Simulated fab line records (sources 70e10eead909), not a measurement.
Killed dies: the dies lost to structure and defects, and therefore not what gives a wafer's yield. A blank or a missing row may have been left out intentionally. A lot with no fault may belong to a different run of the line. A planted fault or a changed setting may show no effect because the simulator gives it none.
Commonality check across tools :: flow nand harc :: Sampled: 11 lots, 36 wafers

## WHY THIS WAS OPENED
On 1 of the 11 lots, a flag is raised at NHARC_P_GATE_CD_MEAS_59 on the reading cd nm. Fault-free wafers read 719.2 nm, with a standard deviation of 2.1.
Rule: flag the lot when none of its wafers has a number, or when each of its wafers that has one lies beyond 4 standard deviations from that mean. The other lots count as sound.

lot: L301
measured: day 7 21:13
on: cd sem-02
cd nm (nm), wafer by wafer: 720.0 715.4 719.4
flag: 

lot: L302
measured: day 7 21:40
on: cd sem-02
cd nm (nm), wafer by wafer: 720.0 721.2 717.3
flag: 

lot: L303
measured: day 8 12:20
on: cd sem-01
cd nm (nm), wafer by wafer: 720.1 721.7 718.5
flag: 

lot: L304
measured: day 8 20:53
on: cd sem-01
cd nm (nm), wafer by wafer: 703.7 699.9 703.3 704.0 699.3 703.7
flag: FLAGGED

lot: L309
measured: day 11 01:26
on: cd sem-03
cd nm (nm), wafer by wafer: 720.2 715.1 718.0
flag: 

lot: L313
measured: day 12 10:16
on: cd sem-02
cd nm (nm), wafer by wafer: 718.4 720.1 716.2
flag: 

lot: L314
measured: day 13 03:17
on: cd sem-02
cd nm (nm), wafer by wafer: 719.8 720.6 719.8
flag: 

lot: L315
measured: day 13 13:01
on: cd sem-02
cd nm (nm), wafer by wafer: 718.5 719.5 722.9
flag: 

lot: L317
measured: day 14 05:24
on: cd sem-03
cd nm (nm), wafer by wafer: 715.0 718.1 721.6
flag: 

lot: L318
measured: day 14 19:06
on: cd sem-02
cd nm (nm), wafer by wafer: 715.3 722.8 719.5
flag: 

lot: L319
measured: day 15 10:20
on: cd sem-01
cd nm (nm), wafer by wafer: 720.4 720.7 716.8
flag: 
The mean of the flagged lots' numbers is 702.3 nm, -16.9 nm from the usual (-8 standard deviations).

## LOT BY LOT: THE TOOL USED
2 process steps preceding the reading are held in the record, out of 1302 steps in the route. Each cell gives the tool, then ch followed by the chambers the sampled wafers passed through, then the start.
lot: L301
flag: 
NHARC_P_GATE_STRIP_75: plasma asher-02 ch 0,1, day 7 20:25
NHARC_P_GATE_EXPOSE_56: krf scanner-04 ch 0, day 7 21:03

lot: L302
flag: 
NHARC_P_GATE_STRIP_75: plasma asher-01 ch 0,1, day 7 20:52
NHARC_P_GATE_EXPOSE_56: krf scanner-04 ch 0, day 7 21:31

lot: L303
flag: 
NHARC_P_GATE_STRIP_75: plasma asher-01 ch 0,1, day 8 11:24
NHARC_P_GATE_EXPOSE_56: krf scanner-01 ch 0, day 8 12:11

lot: L304
flag: FLAGGED
NHARC_P_GATE_STRIP_75: plasma asher-01 ch 0,1, day 8 19:57
NHARC_P_GATE_EXPOSE_56: krf scanner-02 ch 0, day 8 20:43

lot: L309
flag: 
NHARC_P_GATE_STRIP_75: plasma asher-01 ch 0,1, day 11 00:29
NHARC_P_GATE_EXPOSE_56: krf scanner-01 ch 0, day 11 01:17

lot: L313
flag: 
NHARC_P_GATE_STRIP_75: plasma asher-01 ch 0,1, day 12 09:29
NHARC_P_GATE_EXPOSE_56: krf scanner-04 ch 0, day 12 10:07

lot: L314
flag: 
NHARC_P_GATE_STRIP_75: plasma asher-01 ch 0,1, day 13 02:22
NHARC_P_GATE_EXPOSE_56: krf scanner-01 ch 0, day 13 03:07

lot: L315
flag: 
NHARC_P_GATE_STRIP_75: plasma asher-01 ch 0,1, day 13 12:05
NHARC_P_GATE_EXPOSE_56: krf scanner-04 ch 0, day 13 12:51

lot: L317
flag: 
NHARC_P_GATE_STRIP_75: plasma asher-01 ch 1, day 14 04:29
NHARC_P_GATE_EXPOSE_56: krf scanner-04 ch 0, day 14 05:14

lot: L318
flag: 
NHARC_P_GATE_STRIP_75: plasma asher-01 ch 0,1, day 14 18:19
NHARC_P_GATE_EXPOSE_56: krf scanner-04 ch 0, day 14 18:57

lot: L319
flag: 
NHARC_P_GATE_STRIP_75: plasma asher-02 ch 0,1, day 15 09:24
NHARC_P_GATE_EXPOSE_56: krf scanner-02 ch 0, day 15 10:10
What these steps do:
- NHARC_P_GATE_STRIP_75: strips in O2.
- NHARC_P_GATE_EXPOSE_56: exposes mask P PSD, target cd 720 nm.
- NHARC_P_GATE_CD_MEAS_59: target cd 720 nm.

## FLAGGED AGAINST TOTAL, ONE TOOL AT A TIME (gauges that did the reading follow at the end)
step: NHARC_P_GATE_STRIP_75
tool: plasma asher-01
lots run: 9
flagged: 1
share of the flagged lots: all
sound lots run after its first flagged lot: 6 (L309,L313,L314,L315,L317,L318)

step: NHARC_P_GATE_STRIP_75
tool: plasma asher-02
lots run: 2
flagged: 0
share of the flagged lots: none
sound lots run after its first flagged lot: -

step: NHARC_P_GATE_EXPOSE_56
tool: krf scanner-01
lots run: 3
flagged: 0
share of the flagged lots: none
sound lots run after its first flagged lot: -

step: NHARC_P_GATE_EXPOSE_56
tool: krf scanner-02
lots run: 2
flagged: 1
share of the flagged lots: all
sound lots run after its first flagged lot: 1 (L319)

step: NHARC_P_GATE_EXPOSE_56
tool: krf scanner-04
lots run: 6
flagged: 0
share of the flagged lots: none
sound lots run after its first flagged lot: -

step: NHARC_P_GATE_CD_MEAS_59
tool: cd sem-01
lots run: 3
flagged: 1
share of the flagged lots: all
sound lots run after its first flagged lot: 1 (L319)

step: NHARC_P_GATE_CD_MEAS_59
tool: cd sem-02
lots run: 6
flagged: 0
share of the flagged lots: none
sound lots run after its first flagged lot: -

step: NHARC_P_GATE_CD_MEAS_59
tool: cd sem-03
lots run: 2
flagged: 0
share of the flagged lots: none
sound lots run after its first flagged lot: -

## WHAT THE TABLE PERMITS
Rows of the table that ran every flagged lot, 3 in all: plasma asher-01 at NHARC_P_GATE_STRIP_75, krf scanner-02 at NHARC_P_GATE_EXPOSE_56, cd sem-01 at NHARC_P_GATE_CD_MEAS_59.
- plasma asher-01 at NHARC_P_GATE_STRIP_75 ran 9 lots, 1 of them flagged. Lots that were sound ran on it after the first flagged one (L309, L313, L314, L315, L317, L318); a persistent fault on the entire tool would not allow that.
- krf scanner-02 at NHARC_P_GATE_EXPOSE_56 ran 2 lots, 1 of them flagged. Lots that were sound ran on it after the first flagged one (L319); a persistent fault on the entire tool would not allow that.
- cd sem-01 at NHARC_P_GATE_CD_MEAS_59 ran 3 lots, 1 of them flagged. Lots that were sound ran on it after the first flagged one (L319); a persistent fault on the entire tool would not allow that.
There is no row in the table that ran each flagged lot and no sound lot after the first.

## WHAT THE SIMULATOR HAD INSERTED
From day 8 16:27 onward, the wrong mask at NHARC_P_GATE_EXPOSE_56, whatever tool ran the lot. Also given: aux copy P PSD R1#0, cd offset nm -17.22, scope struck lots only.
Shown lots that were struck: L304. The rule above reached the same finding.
